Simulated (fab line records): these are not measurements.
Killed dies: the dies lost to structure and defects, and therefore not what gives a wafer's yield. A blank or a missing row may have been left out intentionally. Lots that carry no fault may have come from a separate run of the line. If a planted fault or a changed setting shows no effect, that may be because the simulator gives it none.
fab line records ; flow n5_finfet
record lots=4; wafers=12; last_day=16
route steps=1938 shown SD_EPI_N@276 SD_EPI_P@295 SD_ACTIVATION@331 BEOL_M4@1111 PASSIVATION@1936
lots with no fault: from the same line, run without faults
start_h: start of the lot's first displayed wafer, in hours after the record's first day ; wait_h: hours from the lot's prior step to this one ; " unchanged from the row above ; L1.1+2: one row covering several wafers at once ; - no value, or no start was given ; * or withheld: withheld ; < > ~ a bound
route shown NAME@n: a module of which the file shows steps, and the number in the route of the first ; usual: average and standard deviation across the fault-free wafers ; same: alike in all rows ; chamber/n: place in a boat ; sites: readings site by site ; _std_site: the standard deviation of these ; _edge_site: mean of outer sites minus mean of inner sites ; radius_mm: how far each site lies from the wafer's centre ; mask NAME#n: copy n ; behind: the tool/chamber that last shaped the wafer ; hold: why the lot was held/for how many hours/how that ended ; device: the n, p or np transistor that did not switch ; end of line: at the end of the route, the tests of the same wafers ; where a step has no rows: the recipe by itself ; killed: count of dies lost to structure and defects at first sort (not the wafer's yield) ; map: a wafer's dies, marking killed ones x, the rest . and places with no die _
set.NAME: the setting as run; set.NAME@STEP: as run at that earlier step ; model.NAME: the simulator's own value behind a step, which no gauge read
lots at some steps of the route; a table a step, a row a wafer
services: when a tool's chamber went out of use (start_h, in hours from the record's first day, below 0 if earlier), for how many hours, and the reason
## steps
# step N5_SD_EPI_N_STRIP_36
# recipe chemistry=N2/H2; temp_c=40; n2_flow_sccm=200; h2_flow_sccm=200; rf_frequency_hz=6e+07
# step N5_SD_EPI_N_ETCHBACK_44
# recipe chemistry=CH3F/O2; mode=anisotropic_etchback; target=SiNx; target_depth_a=145; stop_on=SiO2; over_etch_frac=0.3; ion_energy_ev=120; pressure_mtorr=30; source_w=395; bias_w=73; Ar_flow_sccm=150; CH3F_flow_sccm=30; O2_flow_sccm=20
# step N5_SD_EPI_N_ETCH_45
# recipe chemistry=CH3F/O2; target=SiOCN; target_depth_a=60; mask_material=SOC; ion_energy_ev=60; bias_w=29; pressure_mtorr=15; source_w=410; Ar_flow_sccm=150; CH3F_flow_sccm=30; O2_flow_sccm=20
# step N5_SD_EPI_N_ETCH_16
# recipe chemistry=CHF3/O2; target=SiO2; target_depth_a=50; mask_material=SOC; pressure_mtorr=30; source_w=650; bias_w=170; Ar_flow_sccm=200; CHF3_flow_sccm=50; O2_flow_sccm=5; ion_energy_ev=200
# step N5_SD_EPI_N_STRIP_47
# recipe chemistry=CHF3/O2; resist=SiARC; rf_frequency_hz=6e+07
# step N5_SD_EPI_N_SD_RECESS_17
# recipe chemistry=HBr/Cl2/O2; target_depth_a=410; mask_material=SOC; time_s=23.7; bt_time_s=3; pressure_mtorr=10; icp_w=800; bias_w=112; HBr_flow_sccm=150; Cl2_flow_sccm=80; O2_flow_sccm=12
# step N5_SD_EPI_N_STRIP_38
# recipe chemistry=N2/H2; power_w=1000; temp_c=250; h2_frac=0.65; overash_fraction=0.3; pressure_mtorr=withheld; n2_flow_sccm=1750; h2_flow_sccm=3250
# step N5_SD_EPI_N_WET_ETCH_43
# recipe chemistry=dHF; dilution=withheld; time_s=14; target=SiO2; target_depth_a=15; temp_c=25
# step N5_SD_EPI_N_STRIP_18
# recipe chemistry=SPM; time_s=750; temp_c=130; h2so4_h2o2_vol_ratio=4
# step N5_SD_EPI_N_SRD_20
# recipe dry=ipa_marangoni; do_ppb=5; time_s=30; temp_c=23; rinse_liquid=diw
# step N5_SD_EPI_N_PRECLEAN_48
# recipe chemistry=NF3:NH3; afs_cycles=2; temp_c=30; time_s=20; sublimation_temp_c=180; sublimation_time_s=60; pressure_torr=3; rf_power_w=30
# step N5_SD_EPI_N_VAPOR_ETCH_50
# recipe chemistry=HCl; target=Si; temp_c=775; time_s=54; pressure_torr=20; mode=isotropic
# step N5_SD_EPI_N_EPI_21
# recipe material=Si:P; dopant=P; temp_c=680; pressure_torr=255; time_s=690
# usual susceptor_temp_C_max=681.9/0.53
# same epi_growth_time_s=690
lot.wafer;tool;chamber;start_h;wait_h;susceptor_temp_C_max
L692.1;epi_rpcvd-04;0;93.83;0.2;681.4
L692.3;epi_rpcvd-04;0;93.83;0.2;682.0
L692.6;epi_rpcvd-04;0;95.70;1.9;681.2
L697.1;epi_rpcvd-04;0;124.99;0.3;681.5
L697.2;epi_rpcvd-04;0;124.99;0.3;681.8
L697.5;epi_rpcvd-04;0;126.99;2.0;681.4
L699.2;epi_rpcvd-04;0;135.97;0.7;681.5
L699.3;epi_rpcvd-04;0;135.97;0.7;682.1
L699.5;epi_rpcvd-04;0;135.97;0.7;681.8
L700.4;epi_rpcvd-03;0;140.49;0.9;681.5
L700.5;epi_rpcvd-03;0;140.49;0.9;681.4
L700.6;epi_rpcvd-03;0;140.49;0.9;681.6
# step N5_SD_EPI_N_PRECLEAN_24
# recipe chemistry=O3/DIW; time_s=60; temp_c=22; o3_ppm=10
# step N5_SD_EPI_N_SRD_25
# recipe time_s=30; temp_c=23; rinse_liquid=diw; dry=ipa_marangoni
# step N5_SD_EPI_N_PRECLEAN_49
# recipe chemistry=NF3:NH3; afs_cycles=1; temp_c=30; time_s=20; sublimation_temp_c=180; sublimation_time_s=60; pressure_torr=3; rf_power_w=30
# step N5_SD_EPI_N_LINER_46
# recipe material=SiNx; target_thk_a=30; temp_c=400; ald_precursor_family=SiH2I2; ald_co_reactant=N2/H2-plasma; pressure_torr=2
# step N5_SD_EPI_P_COAT_34
# recipe resist=SOC; temp_c=250; time_s=60; spin_rpm=1500; resist_thk_nm=350
# step N5_SD_EPI_P_COAT_35
# recipe resist=SiARC; temp_c=220; time_s=60; spin_rpm=1500; resist_thk_nm=35
# step N5_SD_EPI_P_COAT_03
# recipe resist=CAR-ArF-block; spin_rpm=1500; resist_thk_nm=150
# step N5_SD_EPI_P_EBR_05
# recipe solvent=PGMEA; ebr_width_mm=1.5
# step N5_SD_EPI_P_SOFTBAKE_04
# recipe temp_c=110; time_s=60; resist=CAR-ArF-block
# step N5_SD_EPI_P_EXPOSE_06
# recipe mask_id=SD_P_BLK; na=1.35; source_shape=conventional; sigma_outer=0.8; polarization=unpolarized; target_cd_nm=240; dose_mj=39.5
# step N5_SD_EPI_P_PEB_07
# recipe peb_temp_c=110; peb_time_s=60; resist=CAR-ArF-block
# step N5_SD_EPI_P_DEVELOP_08
# recipe develop_time_s=30; developer=TMAH; resist=CAR-ArF-block; dev_temp_c=23; rinse_liquid=diw; dry=air_spin
# step N5_SD_EPI_P_DESCUM_14
# recipe chemistry=O2; time_s=7.9; source_power_w=50; bias_power_w=20; pressure_mtorr=20; rf_frequency_hz=2.712e+07; temp_c=40; resist=CAR-ArF-block; o2_flow_sccm=225
# step N5_SD_EPI_P_ETCH_36
# recipe chemistry=CF4; target=SiARC; target_depth_a=455; mask_material=CAR-ArF-block; time_s=75.8; ion_energy_ev=80; pressure_mtorr=40; source_w=545; bias_w=36; Ar_flow_sccm=100; cf4_flow_sccm=100; ends=cleared
# step N5_SD_EPI_P_ETCH_37
# recipe chemistry=N2/H2; target=SOC; overetch_a=1080; mask_material=SiARC; temp_c=40; ion_energy_ev=100; source_w=3000; bias_w=133; pressure_mtorr=20; time_s=486; n2_flow_sccm=200; h2_flow_sccm=200; ends=end_point
# step N5_SD_EPI_P_STRIP_38
# recipe chemistry=N2/H2; temp_c=40; n2_flow_sccm=200; h2_flow_sccm=200; rf_frequency_hz=6e+07
# step N5_SD_EPI_P_ETCHBACK_46
# recipe chemistry=CH3F/O2; mode=anisotropic_etchback; target=SiNx; target_depth_a=175; stop_on=SiO2; over_etch_frac=0.3; ion_energy_ev=120; pressure_mtorr=30; source_w=395; bias_w=73; Ar_flow_sccm=150; CH3F_flow_sccm=30; O2_flow_sccm=20
# step N5_SD_EPI_P_ETCH_47
# recipe chemistry=CH3F/O2; target=SiOCN; target_depth_a=250; mask_material=SOC; ion_energy_ev=60; bias_w=29; pressure_mtorr=30; source_w=410; Ar_flow_sccm=150; CH3F_flow_sccm=30; O2_flow_sccm=20
# step N5_SD_EPI_P_ETCH_16
# recipe chemistry=CHF3/O2; target=SiO2; target_depth_a=50; mask_material=SOC; pressure_mtorr=30; source_w=650; bias_w=170; Ar_flow_sccm=200; CHF3_flow_sccm=50; O2_flow_sccm=5; ion_energy_ev=200
# step N5_SD_EPI_P_STRIP_50
# recipe chemistry=CHF3/O2; resist=SiARC; rf_frequency_hz=6e+07
# step N5_SD_EPI_P_SD_RECESS_17
# recipe chemistry=HBr/Cl2/O2; target_depth_a=391; bt_time_s=3; pressure_mtorr=10; icp_w=800; bias_w=112; HBr_flow_sccm=150; Cl2_flow_sccm=80; O2_flow_sccm=12
# step N5_SD_EPI_P_WET_ETCH_45
# recipe chemistry=dHF; dilution=withheld; time_s=10.7; target=SiO2; target_depth_a=20; temp_c=25; dry=ipa_marangoni; rinse_time_s=30; rinse_temp_c=23
# step N5_SD_EPI_P_STRIP_40
# recipe chemistry=N2/H2; power_w=1000; temp_c=250; h2_frac=0.65; overash_fraction=0.3; pressure_mtorr=withheld; n2_flow_sccm=1750; h2_flow_sccm=3250
# step N5_SD_EPI_P_PRECLEAN_52
# recipe chemistry=O3/DIW; time_s=60; temp_c=22; o3_ppm=10
# step N5_SD_ACTIVATION_LSA_01
# recipe temp_c=1080; time_s=0.0008; ambient=N2
# usual wafer_temp_C_max=1086.1/1.2
lot.wafer;tool;chamber;start_h;wait_h;wafer_temp_C_max
L692.1;laser_anneal-01;0;102.07;0.2;1084.3
L692.3;laser_anneal-01;0;102.07;0.2;1086.6
L692.6;laser_anneal-01;0;102.07;0.2;1087.6
L697.1;laser_anneal-02;0;133.08;0.2;1104.2
L697.2;laser_anneal-02;0;133.08;0.2;1104.3
L697.5;laser_anneal-02;0;133.08;0.2;1103.0
L699.2;laser_anneal-02;0;145.39;0.2;1103.9
L699.3;laser_anneal-02;0;145.39;0.2;1104.6
L699.5;laser_anneal-02;0;145.39;0.2;1102.8
L700.4;laser_anneal-01;0;146.55;0.2;1084.8
L700.5;laser_anneal-01;0;146.55;0.2;1087.6
L700.6;laser_anneal-01;0;146.55;0.2;1086.5
# step N5_SD_ACTIVATION_RS_MEAS_03
# recipe thk_meas_gauge=four-point-probe
# usual RS_SD_N=21.8/0.31; RS_SD_P=55.9/0.76
lot.wafer;tool;chamber;start_h;wait_h;RS_SD_N[ohm/sq];RS_SD_P[ohm/sq]
L692.1;film_metro-02;-;102.27;0.2;21.6;55.4
L692.3;film_metro-02;-;102.27;0.2;21.4;55.5
L692.6;film_metro-02;-;102.27;0.2;21.3;55.6
L697.1;film_metro-01;-;133.28;0.2;19.9;55.8
L697.2;film_metro-01;-;133.28;0.2;20.0;55.2
L697.5;film_metro-01;-;133.28;0.2;19.4;55.3
L699.2;film_metro-01;-;145.58;0.2;22.3;57.0
L699.3;film_metro-01;-;145.58;0.2;22.1;56.2
L699.5;film_metro-01;-;145.58;0.2;22.3;56.7
L700.4;film_metro-02;-;146.72;0.1;22.1;55.8
L700.5;film_metro-02;-;146.72;0.1;21.6;55.0
L700.6;film_metro-02;-;146.72;0.1;22.0;56.1
# step N5_BEOL_M4_RC_MEAS_101
# usual DIBL_N=37.2/2.1; DIBL_P=37.3/2.3; IOFF_N=0.18/0.041; IOFF_P=0.24/0.042; ION_N=680/13; ION_P=466/7.7; RS_SD_N=28.3/0.42; SS_N=71.8/0.68; SS_P=73.5/0.66; VT_N=249/3.6; VT_P=-248/3.4
lot.wafer;tool;chamber;start_h;wait_h;DIBL_N[mV/V];DIBL_P[mV/V];IOFF_N[nA/um];IOFF_P[nA/um];ION_N[uA/um];ION_P[uA/um];RS_SD_N[ohm/sq];SS_N[mV/dec];SS_P[mV/dec];VT_N[mV];VT_P[mV]
L692.1;prober-01;0;210.51;0.0;35.8;35.8;0.15;0.19;674;457;27.6;71.3;73.4;251;-253
L692.3;prober-01;0;210.51;0.0;36.1;36.8;0.15;0.19;677;461;27.6;71.0;73.0;254;-252
L692.6;prober-01;0;210.51;0.0;39.3;40.9;0.23;0.27;692;469;27.8;71.7;73.5;247;-250
L700.4;prober-02;0;261.56;0.5;36.4;36.4;0.15;0.17;666;453;28.3;71.2;73.0;249;-256
L700.5;prober-02;0;261.56;0.5;36.9;37.7;0.15;0.19;664;446;28.2;71.6;73.6;250;-255
L700.6;prober-02;0;261.56;0.5;36.3;37.3;0.15;0.19;667;451;28.1;71.4;73.2;250;-254
L697.1;prober-01;0;261.95;0.2;41.3;41.7;0.27;0.31;699;466;26.2;72.6;74.0;239;-247
L697.2;prober-01;0;261.95;0.2;41.2;41.4;0.25;0.31;701;473;26.3;72.6;75.2;244;-246
L697.5;prober-01;0;261.95;0.2;39.9;39.4;0.22;0.27;701;471;25.1;72.9;74.5;244;-249
L699.2;prober-01;0;269.08;0.2;38.7;40.6;0.18;0.29;668;467;29.1;71.6;74.9;251;-245
L699.3;prober-01;0;269.08;0.2;38.2;40.3;0.18;0.29;670;466;28.8;71.7;74.2;250;-243
L699.5;prober-01;0;269.08;0.2;37.4;39.7;0.16;0.26;656;462;29.0;71.8;73.8;254;-246
# step N5_PASSIVATION_PROBE_49
# usual defect_limited_yield=91.0/1.6; killed_at_M0_to_M3=35/11; killed_at_M4_up=14/5.3; killed_at_contacts=13/6.7; killed_at_front_end=41/12; killed_at_other=3.9/2.7; killed_dies=106/19; killed_open=70/14; killed_short=35/8.8; sort_bin_4_leakage=0.01/0.058; sort_bin_5_function=5.3/1; sort_bin_6_memory=3.3/0.81; sort_bin_8_speed=0.00/0.0072; sort_n_pass=1073/19; sort_yield_pct=91.0/1.6
# same gross_dies=1180; killed_at_back_side=0
lot.wafer;tool;chamber;start_h;wait_h;defect_limited_yield[%];killed_at_M0_to_M3;killed_at_M4_up;killed_at_contacts;killed_at_front_end;killed_at_other;killed_dies;killed_open;killed_short;sort_bin_4_leakage[%];sort_bin_5_function[%];sort_bin_6_memory[%];sort_bin_8_speed[%];sort_n_pass;sort_yield_pct[%]
L692.1;prober-02;-;323.33;0.0;87.4;54;17;35;42;1;149;90;57;0;6.5;5.9;0;1031;87.4
L692.3;prober-02;-;323.43;0.1;90.6;34;7;13;55;2;111;68;35;0;5.3;3.5;0;1069;90.6
L692.6;prober-02;-;323.58;0.3;88.1;50;12;26;49;4;141;86;53;0;7.5;3.9;0;1039;88.1
# killed by level:class
L692.1 MOL_CONTACT_COAG:geometric_particle:open=28 BEOL_M0_SAQP:geometric_particle:short=20 FIN_SAQP:geometric_particle:open=17 BEOL_M0_SAQP:geometric_particle:open=10 BEOL_M0:geometric_particle:short=9 BEOL_M4:geometric_particle:open=9 MOL_CONTACT_COAG:geometric_particle:short=7 DUMMY_GATE:geometric_particle:open=6
L692.3 FIN_SAQP:geometric_particle:open=13 BEOL_M0_SAQP:geometric_particle:short=12 STI_FIN_REVEAL:geometric_particle:open=9 MOL_CONTACT_COAG:geometric_particle:open=9 BEOL_M0_SAQP:geometric_particle:open=9 HKMG_FIN:area_etch=8 FIN_SAQP:geometric_particle:short=6 DUMMY_GATE:geometric_particle:open=5
L692.6 BEOL_M0_SAQP:geometric_particle:short=20 BEOL_M0_SAQP:geometric_particle:open=19 MOL_CONTACT_COAG:geometric_particle:open=17 FIN_SAQP:geometric_particle:open=15 MOL_CONTACT_COAG:geometric_particle:short=8 STI_FIN_REVEAL:geometric_particle:open=7 FIN_SAQP:geometric_particle:short=6 DUMMY_GATE:geometric_particle:open=4
## services
tool;chamber;start_h;hours;kind
laser_anneal-01;-;134.64;5.6;pm
laser_anneal-01;-;142.17;2.5;repair
## key
first_sign step=N5_SD_ACTIVATION_LSA_01; reading=wafer_temp_C_max; direction=up; sigmas=14; usual=*; struck=*
effect step=N5_SD_ACTIVATION_RS_MEAS_03; reading=RS_SD_N; direction=down; sigmas=2.6; usual=21.8; struck=21.0; wafers_moved=3
effect step=N5_BEOL_M4_RC_MEAS_101; reading=RS_SD_N; direction=down; sigmas=2.1; usual=28.3; struck=27.4
met_at N5_SD_EPI_N_EPI_21,N5_SD_ACTIVATION_LSA_01
struck_wafers L697.1,L697.2,L697.5,L699.2,L699.3,L699.5
onset_between 124.99 133.08
fault kind=process_parameter_drift; tool=epi_rpcvd-04; chamber=-; onset_h=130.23; steps=N5_SD_EPI_N_EPI_21; channel=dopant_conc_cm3; offset=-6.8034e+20; shape=step; end_h=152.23; acts_in=these_recipes_only; stated=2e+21
fault kind=process_parameter_drift; tool=laser_anneal-02; chamber=-; onset_h=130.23; steps=N5_SD_ACTIVATION_LSA_01; channel=temp_c; offset=*; shape=step; end_h=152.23; stated=*
